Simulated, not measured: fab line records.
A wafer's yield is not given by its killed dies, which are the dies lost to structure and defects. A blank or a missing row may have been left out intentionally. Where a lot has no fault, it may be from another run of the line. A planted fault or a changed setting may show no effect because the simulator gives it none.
fab line records | flow n5Finfet
record lots=5 wafers=15 lastDay=17
route steps=1938 shown BEOL_M7@1331 BEOL_M8@1332
lots that met no fault: from a run of the same line without faults
startH: start of the lot's first displayed wafer, in hours after the record's first day | waitH: hours elapsed since this lot's preceding step | " identical to the entry in the row above | L1.1+2: one row covering several wafers at once | - value missing, or start not given | * or withheld: withheld | < > ~ a bound
route shown NAME@n: a module of which the file shows steps, and the number in the route of the first | usual: mean and standard deviation over wafers with no fault | same: alike in all rows | chamber/n: place in a boat | sites: the reading at each site | _std_site: their standard deviation | _edge_site: inner sites' mean taken away from outer sites' mean | radiusMm: how far each site lies from the wafer's centre | mask NAME#n: copy n | behind: the tool/chamber that last shaped the wafer | hold: cause of the lot's hold/its duration in hours/its outcome | device: the transistor (n, p or np) that didn't switch | end of line: at the end of the route, the tests of the same wafers | step lacking rows: just its recipe | killed: not the wafer's yield, but the dies lost to structure and defects at the first sort | map: the dies of a wafer, with x for killed, . for not killed, _ for no die there
set.NAME: the run value of the setting; set.NAME@STEP: its run value at that earlier step | model.NAME: the simulator's own value behind a step, which no gauge read
lots at some steps of the route; a table a step, a row a wafer
services: the hour from which a tool's chamber was out of use, counted from the record's first day as startH (under 0 if before that day), plus the number of hours and why
## steps
# step N5_BEOL_M7_INSPECT_58
# recipe inspectInstrument=darkfield mode=postDep
# usual rawDefectCount=70/23
# columns lot.wafer tool chamber startH waitH rawDefectCount
L293.2 defectInspect-01 - 220.27 0.0 80
L293.3 " - " " 92
L293.6 " - " " 89
L298.1 defectInspect-02 - 251.71 0.0 68
L298.4 " - " " 58
L298.5 " - " " 93
L299.3 defectInspect-01 - 260.62 0.0 103
L299.5 " - " " 81
L299.6 " - " " 77
L302.2 defectInspect-02 - 283.51 0.0 51
L302.3 " - " " 116
L302.5 " - " " 114
L310.1 defectInspect-01 - 333.54 0.0 147
L310.4 " - " " 99
L310.5 " - " " 91
# step N5_BEOL_M8_ILD_DEP_00
# recipe material=SiCOH_lowk targetThkA=1797.5 tempC=300 precursor=DEMS/porogen pressureTorr=5 rfW=500 timeS=33.4
# usual heaterPowerW=326/49 showerheadPlenumPTorr=5.733/0.011 throttleValvePct=14.0/0.79
# columns lot.wafer tool chamber startH waitH heaterPowerW showerheadPlenumPTorr throttleValvePct
L293.2 pecvd-01 1 220.31 0.0 277 5.735 15.2
L293.3 " 2 " " 263 5.745 12.8
L293.6 " 1 " " 283 5.731 15.2
L298.1 pecvd-03 1 251.75 0.0 378 5.732 14.5
L298.4 " 1 " " 363 5.711 14.2
L298.5 " 2 " " 289 5.720 13.5
L299.3 pecvd-01 0 260.65 0.0 345 5.731 14.1
L299.5 " 1 " " 302 5.729 15.5
L299.6 " 0 " " 359 5.754 14.0
L302.2 pecvd-03 2 283.54 0.0 304 5.731 13.5
L302.3 " 0 " " 334 5.725 14.5
L302.5 " 2 " " 307 5.732 13.6
L310.1 pecvd-02 1 333.57 0.0 387 5.742 14.4
L310.4 " 2 " " 275 5.749 12.7
L310.5 " 2 " " 214 5.736 12.7
# step N5_BEOL_M8_CURE_74
# recipe tempC=385 timeS=240 ambient=He/Ar material=SiCOH_lowk
# usual lampPowerPct=52.31/0.052 wafer_temp_C_max=386.7/0.75
# columns lot.wafer tool chamber startH waitH lampPowerPct wafer_temp_C_max
L293.2 uvCure-03 0 220.45 0.1 52.23 387.5
L293.3 " 0 " " 52.31 386.3
L293.6 " 0 " " 52.46 386.8
L298.1 uvCure-01 1 251.81 0.0 52.24 385.8
L298.4 " 1 " " 52.33 386.3
L298.5 " 1 " " 52.30 385.4
L299.3 uvCure-02 1 260.88 0.2 52.28 386.4
L299.5 " 1 " " 52.34 386.3
L299.6 " 1 " " 52.36 386.2
L302.2 uvCure-01 2 283.69 0.1 52.24 387.1
L302.3 " 2 " " 52.24 387.6
L302.5 " 2 " " 52.28 387.8
L310.1 uvCure-02 0 333.66 0.1 52.31 387.0
L310.4 " 0 " " 52.35 386.4
L310.5 " 0 " " 52.23 386.5
# step N5_BEOL_M8_THK_MEAS_01
# recipe reads=SiCOH_lowk_of_BEOL_M8_ILD_DEP_00
# usual M8_ILD_THK=156.0/2.1
# columns lot.wafer tool chamber startH waitH M8_ILD_THK[nm]
L293.2 filmMetro-01 - 220.90 0.4 155.4
L293.3 " - " " 152.8
L293.6 " - " " 158.2
L298.1 filmMetro-01 - 252.32 0.4 155.4
L298.4 " - " " 157.3
L298.5 " - " " 158.2
L299.3 filmMetro-01 - 261.23 0.3 151.7
L299.5 " - " " 157.0
L299.6 " - " " 154.9
L302.2 filmMetro-01 - 284.12 0.4 155.1
L302.3 " - " " 153.1
L302.5 " - " " 155.9
L310.1 filmMetro-02 - 334.17 0.4 153.0
L310.4 " - " " 158.0
L310.5 " - " " 156.1
# step N5_BEOL_M8_PECVD_70
# recipe material=SiO2 targetThkA=200 tempC=400 precursor=TEOS/O2 pressureTorr=5.5 rfW=450 teosFlowSccm=53.8 gas=O2 flowSccm=3000 timeS=22.7
# usual heaterPowerW=731/100 showerheadPlenumPTorr=8.75/0.034 throttleValvePct=22.7/1.4
# columns lot.wafer tool chamber startH waitH heaterPowerW showerheadPlenumPTorr throttleValvePct
L293.2 pecvd-03 1 220.94 0.0 785 8.73 23.4
L293.3 " 0 " " 883 8.74 23.3
L293.6 " 2 " " 704 8.71 21.9
L298.1 pecvd-03 2 252.36 0.0 749 8.70 22.0
L298.4 " 0 " " 802 8.72 22.8
L298.5 " 2 " " 724 8.73 21.9
L299.3 pecvd-03 1 261.27 0.0 782 8.72 23.2
L299.5 " 1 " " 773 8.75 23.2
L299.6 " 2 " " 741 8.73 22.0
L302.2 pecvd-03 0 284.16 0.0 839 8.71 23.4
L302.3 " 2 " " 681 8.73 22.0
L302.5 " 1 " " 737 8.73 23.4
L310.1 pecvd-01 1 334.21 0.0 724 8.74 24.7
L310.4 " 0 " " 835 8.76 22.7
L310.5 " 2 " " 573 8.79 20.7
# step N5_BEOL_M8_HM_DEP_02
# recipe material=TiN targetThkA=200 tempC=25 chamberPressurePa=0.49996
# step N5_BEOL_M8_COAT_59
# recipe resist=SOC tempC=250 timeS=60 spinRpm=1500 resistThkNm=100
# step N5_BEOL_M8_COAT_60
# recipe resist=SiARC tempC=220 timeS=60 spinRpm=1500 resistThkNm=35
# step N5_BEOL_M8_COAT_05
# recipe resist=CAR-ArF spinRpm=1500 resistThkNm=90
# step N5_BEOL_M8_EBR_07
# recipe solvent=PGMEA ebrWidthMm=1.5
# step N5_BEOL_M8_SOFTBAKE_06
# recipe tempC=110 timeS=60 resist=CAR-ArF
# step N5_BEOL_M8_EXPOSE_08
# recipe maskId=M8 na=1.35 sourceShape=dipole sigmaInner=0.817 sigmaOuter=0.97 polarization=te doseMj=68.25
# step N5_BEOL_M8_PEB_09
# recipe pebTempC=withheld pebTimeS=60 resist=CAR-ArF
# columns lot.wafer tool chamber startH waitH
L293.2+3+6 lithoTrack-03 0 222.51 0.0
L298.1+4+5 lithoTrack-04 0 253.16 0.1
L299.3+5+6 lithoTrack-05 0 263.10 0.0
L302.2+3+5 lithoTrack-04 0 285.82 0.0
L310.1+4+5 lithoTrack-05 0 335.26 0.1
# step N5_BEOL_M8_DEVELOP_10
# recipe developTimeS=30 developer=TMAH resist=CAR-ArF rinseLiquid=diw dry=airSpin devTempC=23
# step N5_BEOL_M8_CD_MEAS_11
# recipe targetCdNm=38.5 landingEnergyEv=500 detector=seInlens polarity=opening
# usual cdNm=38.3/0.6
# columns lot.wafer tool chamber startH waitH cdNm
L293.2 cdSem-01 0 222.58 - 38.2
L293.3 " 0 " " 38.5
L293.6 " 0 " " 37.6
L298.1 cdSem-03 0 253.23 - 39.1
L298.4 " 0 " " 39.4
L298.5 " 0 " " 38.5
L299.3 cdSem-03 0 263.17 - 38.4
L299.5 " 0 " " 38.3
L299.6 " 0 " " 37.9
L302.2 cdSem-02 0 285.89 - 38.6
L302.3 " 0 " " 40.7
L302.5 " 0 " " 38.8
L310.1 cdSem-01 0 335.33 - 38.4
L310.4 " 0 " " 38.1
L310.5 " 0 " " 38.6
# step N5_BEOL_M8_OVL_MEAS_12
# recipe pointsPerWafer=44
# usual M8_OVL=0.2/0.64
# same pointsPerWafer=44
# columns lot.wafer tool chamber startH waitH M8_OVL[nm]
L293.2 overlay-01 0 222.61 0.0 0.5
L293.3 " 0 " " 0.6
L293.6 " 0 " " 0.3
L298.1 overlay-02 0 253.27 0.0 -0.8
L298.4 " 0 " " 0.0
L298.5 " 0 " " 0.5
L299.3 overlay-02 0 263.20 0.0 -0.2
L299.5 " 0 " " 0.4
L299.6 " 0 " " 0.0
L302.2 overlay-01 0 285.92 0.0 0.8
L302.3 " 0 " " 0.7
L302.5 " 0 " " 1.1
L310.1 overlay-01 0 335.36 0.0 0.6
L310.4 " 0 " " -0.7
L310.5 " 0 " " -1.2
# step N5_BEOL_M8_INSPECT_13
# recipe mode=adi inspectInstrument=brightfield
# usual rawDefectCount=412/110
# columns lot.wafer tool chamber startH waitH rawDefectCount
L293.2 defectInspect-02 - 222.63 0.0 510
L293.3 " - " " 418
L293.6 " - " " 428
L298.1 defectInspect-01 - 253.29 0.0 420
L298.4 " - " " 507
L298.5 " - " " 388
L299.3 defectInspect-02 - 263.22 0.0 658
L299.5 " - " " 489
L299.6 " - " " 325
L302.2 defectInspect-02 - 285.95 0.0 553
L302.3 " - " " 641
L302.5 " - " " 579
L310.1 defectInspect-01 - 335.38 0.0 546
L310.4 " - " " 512
L310.5 " - " " 414
# step N5_BEOL_M8_DESCUM_16
# recipe chemistry=O2 timeS=7.9 sourcePowerW=50 biasPowerW=20 pressureMtorr=20 rfFrequencyHz=2.712e+07 tempC=40 resist=CAR-ArF o2FlowSccm=225
# step N5_BEOL_M8_ETCH_61
# recipe chemistry=CF4 target=SiARC targetDepthA=455 maskMaterial=CAR-ArF timeS=75.8 ionEnergyEv=80 pressureMtorr=40 sourceW=545 biasW=36 Ar_flow_sccm=100 cf4FlowSccm=100 ends=cleared
# usual biasW=36.01/0.1 cf4FlowSccm=100.0/0.31 drypumpMotorCurrentA=5.7/0.38 etchRfOnTimeS=75.1/2.2 oesProductAu=0.68/0.088 rfVppV=184.0/1.2 showerheadPlenumPTorr=2.14/0.066 throttleValvePct=15.73/0.23
# columns lot.wafer tool chamber startH waitH biasW cf4FlowSccm drypumpMotorCurrentA etchRfOnTimeS oesProductAu rfHoursCounterH rfVppV showerheadPlenumPTorr throttleValvePct model.BEOL_M8.cdOffsetNm
L293.2 rieDiel-06 0 222.94 0.0 35.98 100.0 6.0 70.6 0.88 2 184.5 2.17 15.26 -0.6
L293.3 " 1 " " 36.13 99.6 6.1 77.0 0.59 255 185.5 2.20 16.04 -0.2
L293.6 " 2 " " 36.12 100.2 5.3 74.5 0.61 - 181.8 2.03 15.90 -0.8
L298.1 rieDiel-04 3 253.88 0.0 35.90 99.6 5.6 76.9 0.60 227 184.3 2.13 16.04 0.6
L298.4 " 1 " " 35.94 100.0 5.4 73.1 0.73 84 184.0 2.15 15.61 0.8
L298.5 " 0 " " 36.04 100.2 6.1 78.3 0.64 - 183.0 2.07 15.67 0.4
L299.3 rieDiel-04 0 263.29 0.0 36.05 100.3 6.1 77.7 0.63 136 185.1 2.07 15.67 -0.6
L299.5 " 0 " " 35.88 99.8 6.1 77.7 0.64 - 182.3 2.07 15.67 0
L299.6 " 1 " " 35.87 99.8 5.4 73.9 0.73 - 184.7 2.15 15.62 -0.2
L302.2 rieDiel-06 3 286.01 0.0 36.02 100.5 5.9 77.4 0.76 21 184.8 2.09 15.77 0.2
L302.3 " 0 " " 36.00 100.0 5.9 71.5 0.81 27 183.0 2.16 15.31 2.2
L302.5 " 0 " " 36.14 100.1 5.9 71.2 0.81 - 184.0 2.16 15.30 0.2
L310.1 rieDiel-06 1 335.45 0.0 36.03 99.7 6.1 73.8 0.77 30 184.4 2.19 15.58 0.4
L310.4 " 0 " " 35.96 100.0 6.0 71.2 0.79 45 183.6 2.15 15.34 -0.6
L310.5 " 2 " " 36.05 100.4 5.3 71.7 0.81 - 186.2 2.28 15.46 0.2
# step N5_BEOL_M8_ETCH_62
# recipe chemistry=N2/H2 target=SOC targetDepthA=1100 overetchA=220 maskMaterial=SiARC tempC=40 timeS=165 ionEnergyEv=200 pressureMtorr=30 sourceW=840 biasW=150 n2FlowSccm=200 h2FlowSccm=200
# step N5_BEOL_M8_STRIP_68
# recipe chemistry=N2/H2 tempC=40 n2FlowSccm=200 h2FlowSccm=200 rfFrequencyHz=6e+07
# step N5_BEOL_M8_STRIP_67
# recipe chemistry=CF4 resist=SiARC powerW=300 biasPowerW=75 pressureMtorr=50 cf4FlowSccm=150 rfFrequencyHz=6e+07
# usual cf4FlowSccm=149.9/0.45 drypumpMotorCurrentA=5.7/0.37 oesProductAu=0.79/0.09 rfVppV=271.1/1.6 showerheadPlenumPTorr=1.79/0.056 throttleValvePct=13.68/0.25
# columns lot.wafer tool chamber startH waitH cf4FlowSccm drypumpMotorCurrentA oesProductAu rfHoursCounterH rfVppV showerheadPlenumPTorr throttleValvePct
L293.2 rieDiel-06 0 223.14 0.0 149.5 5.9 0.99 2 271.4 1.81 13.15
L293.3 " 1 " " 151.2 6.0 0.70 255 272.6 1.84 14.03
L293.6 " 2 " " 149.7 5.3 0.71 - 270.1 1.69 13.83
L298.1 rieDiel-04 3 254.09 0.0 150.2 5.6 0.71 227 269.4 1.79 14.03
L298.4 " 1 " " 150.2 5.4 0.83 84 271.6 1.80 13.57
L298.5 " 0 " " 150.0 6.1 0.76 - 269.6 1.74 13.63
L299.3 rieDiel-04 0 263.49 0.0 149.2 6.1 0.75 136 269.6 1.73 13.61
L299.5 " 0 " " 149.7 6.2 0.76 - 268.8 1.73 13.64
L299.6 " 1 " " 150.5 5.4 0.84 - 273.4 1.80 13.60
L302.2 rieDiel-06 3 286.22 0.0 150.0 5.9 0.90 21 270.4 1.74 13.66
L302.3 " 0 " " 150.0 5.9 0.91 27 271.6 1.80 13.21
L302.5 " 0 " " 149.9 5.9 0.90 - 271.5 1.80 13.21
L310.1 rieDiel-06 1 335.65 0.0 149.4 6.1 0.88 30 271.5 1.83 13.50
L310.4 " 0 " " 149.8 5.9 0.89 45 272.1 1.80 13.26
L310.5 " 2 " " 149.5 5.3 0.92 - 274.3 1.89 13.33
# step N5_BEOL_M8_HM_OPEN_17
# recipe chemistry=Cl2/BCl3 targetDepthA=200 overetchA=60 target=TiN maskMaterial=SOC ionEnergyEv=150 pressureMtorr=10 icpW=1000 biasW=126 Cl2_flow_sccm=53.25 bcl3FlowSccm=21.75 Ar_flow_sccm=25
# usual biasW=126.0/0.38 drypumpMotorCurrentA=5.8/0.42 oes_ar_750_au=0.76/0.093 oesProductAu=0.65/0.08 throttleValvePct=22.18/0.28
# columns lot.wafer tool chamber startH waitH biasW drypumpMotorCurrentA oes_ar_750_au oesProductAu rfHoursCounterH throttleValvePct model.BEOL_M8.cdOffsetNm
L293.2 rieMetal-01 1 223.18 0.0 126.2 6.5 0.67 0.60 76 22.27 -0.6
L293.3 " 1 " " 126.3 6.5 0.66 0.59 - 22.29 -0.4
L293.6 " 1 " " 126.0 6.5 0.67 0.60 - 22.26 -0.8
L298.1 rieMetal-01 1 254.13 0.0 125.8 6.5 0.67 0.59 78 22.28 0.6
L298.4 " 0 " " 125.9 5.4 0.85 0.74 - 22.07 0.6
L298.5 " 0 " " 126.1 5.4 0.86 0.74 - 22.05 1
L299.3 rieMetal-03 0 263.56 0.1 126.2 5.8 0.70 0.59 - 22.50 0
L299.5 " 0 " " 126.0 5.8 0.69 0.59 - 22.49 0.6
L299.6 " 1 " " 125.7 5.7 0.86 0.74 - 21.66 -0.2
L302.2 rieMetal-03 1 286.26 0.0 126.2 5.7 0.85 0.74 13 21.66 0.6
L302.3 " 0 " " 126.5 5.8 0.70 0.59 - 22.50 2.8
L302.5 " 0 " " 126.4 5.7 0.69 0.59 - 22.50 1
L310.1 rieMetal-01 0 335.69 0.0 124.9 5.4 0.83 0.70 23 22.08 0.4
L310.4 " 1 " " 125.9 6.5 0.65 0.57 - 22.33 -0.4
L310.5 " 0 " " 125.5 5.4 0.82 0.70 - 22.08 0.2
# step N5_BEOL_M8_STRIP_19
# recipe chemistry=O2 powerW=400 tempC=40 pressureMtorr=30 rfFrequencyHz=6e+07 biasPowerW=0 overashFraction=0.2 o2FlowSccm=225
# usual drypumpMotorCurrentA=5.8/0.35 oesProductAu=0.81/0.11 rfVppV=3.6/0.61 showerheadPlenumPTorr=2.08/0.067 tempC=40.00/0.12 throttleValvePct=16.76/0.23
# columns lot.wafer tool chamber startH waitH drypumpMotorCurrentA oesProductAu rfHoursCounterH rfVppV showerheadPlenumPTorr tempC throttleValvePct
L293.2 rieDiel-06 0 223.29 0.1 5.9 1.00 2 4.3 2.12 39.99 16.33
L293.3 " 2 " " 5.2 0.70 231 4.6 1.98 39.91 16.96
L293.6 " 2 " " 5.3 0.70 - 3.4 1.98 39.90 16.95
L298.1 rieDiel-06 3 254.38 0.2 5.9 0.93 9 3.3 2.05 40.11 16.83
L298.4 " 3 " " 5.9 0.94 - 3.1 2.05 40.09 16.81
L298.5 " 0 " " 6.0 0.95 - 3.7 2.12 39.88 16.36
L299.3 rieDiel-04 0 263.64 0.1 6.2 0.75 136 3.8 2.02 39.92 16.76
L299.5 " 3 " " 5.6 0.69 - 3.7 2.07 40.00 17.02
L299.6 " 0 " " 6.1 0.75 - 3.2 2.02 40.13 16.75
L302.2 rieDiel-02 2 286.37 0.1 5.0 0.69 235 3.8 2.07 39.89 16.87
L302.3 " 0 " " 5.3 0.82 85 3.4 2.09 39.99 16.75
L302.5 " 0 " " 5.3 0.83 - 3.9 2.09 39.96 16.74
L310.1 rieDiel-04 1 335.80 0.1 5.4 0.81 116 3.6 2.10 40.00 16.74
L310.4 " 0 " " 6.2 0.74 - 3.3 2.01 39.78 16.81
L310.5 " 1 " " 5.4 0.81 - 3.7 2.10 39.80 16.75
# step N5_BEOL_M8_CD_MEAS_18
# recipe pitchNm=80 targetCdNm=40
# usual cdNm=39.9/0.67
# columns lot.wafer tool chamber startH waitH cdNm
L293.2 cdSem-01 - 223.36 0.1 39.0
L293.3 " - " " 39.8
L293.6 " - " " 39.1
L298.1 cdSem-01 - 254.44 0.0 40.8
L298.4 " - " " 40.6
L298.5 " - " " 41.0
L299.3 cdSem-02 - 263.72 0.1 40.1
L299.5 " - " " 40.8
L299.6 " - " " 39.7
L302.2 cdSem-02 - 286.44 0.1 40.5
L302.3 " - " " 42.5
L302.5 " - " " 40.9
L310.1 cdSem-02 - 335.87 0.0 40.5
L310.4 " - " " 39.5
L310.5 " - " " 40.3
# step N5_BEOL_M8_COAT_63
# recipe resist=SOC tempC=250 timeS=60 spinRpm=1500 resistThkNm=60
## services
# columns tool chamber startH hours kind
rieDiel-06 0 198.38 - clean
rieDiel-06 0 198.38 - consumableReplace:focusRing
rieDiel-06 0 198.38 20.0 scheduledDown
rieDiel-06 0 198.38 20.0 ventCycle
pecvd-03 1 206.10 6.1 repair
uvCure-01 - 206.49 1.1 repair
rieDiel-04 0 208.52 8.1 repair
uvCure-01 - 210.54 8.8 repair
rieDiel-06 3 218.47 - clean
rieDiel-06 3 218.47 - consumableReplace:focusRing
uvCure-01 - 219.35 2.1 pm
uvCure-01 - 221.48 1.0 pm
rieDiel-06 - 224.00 4.3 pm
rieMetal-01 1 225.19 7.6 repair
pecvd-02 - 250.62 2.8 pm
rieDiel-02 2 266.21 11.0 repair
pecvd-03 - 271.33 1.2 repair
rieDiel-04 - 279.19 1.3 repair
rieDiel-04 2 280.55 4.1 repair
pecvd-02 - 290.31 6.1 repair
pecvd-02 1 298.53 6.5 repair
rieMetal-03 0 302.78 1.7 repair
pecvd-01 - 306.51 1.0 repair
rieDiel-06 - 319.94 0.8 repair
## key
firstSign step=N5_BEOL_M8_CD_MEAS_11 reading=cdNm direction=up sigmas=3.9 usual=38.3 struck=40.7
effect step=N5_BEOL_M8_CD_MEAS_18 reading=cdNm direction=up sigmas=3.9 usual=39.9 struck=42.5
modelEffect step=N5_BEOL_M8_ETCH_61 value=BEOL_M8.cdOffsetNm without=0.4 struck=2.2
modelEffect step=N5_BEOL_M8_HM_OPEN_17 value=BEOL_M8.cdOffsetNm without=1 struck=2.8
metAt N5_BEOL_M8_PEB_09
struckWafers L302.3
onsetBetween 253.16 285.82
fault kind=processParameterDrift tool=lithoTrack-04 chamber=- onsetH=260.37 steps=N5_BEOL_M8_PEB_09 channel=pebTimeS offset=* shape=step endH=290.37 scope=struckWafersOnly actsIn=* stated=*
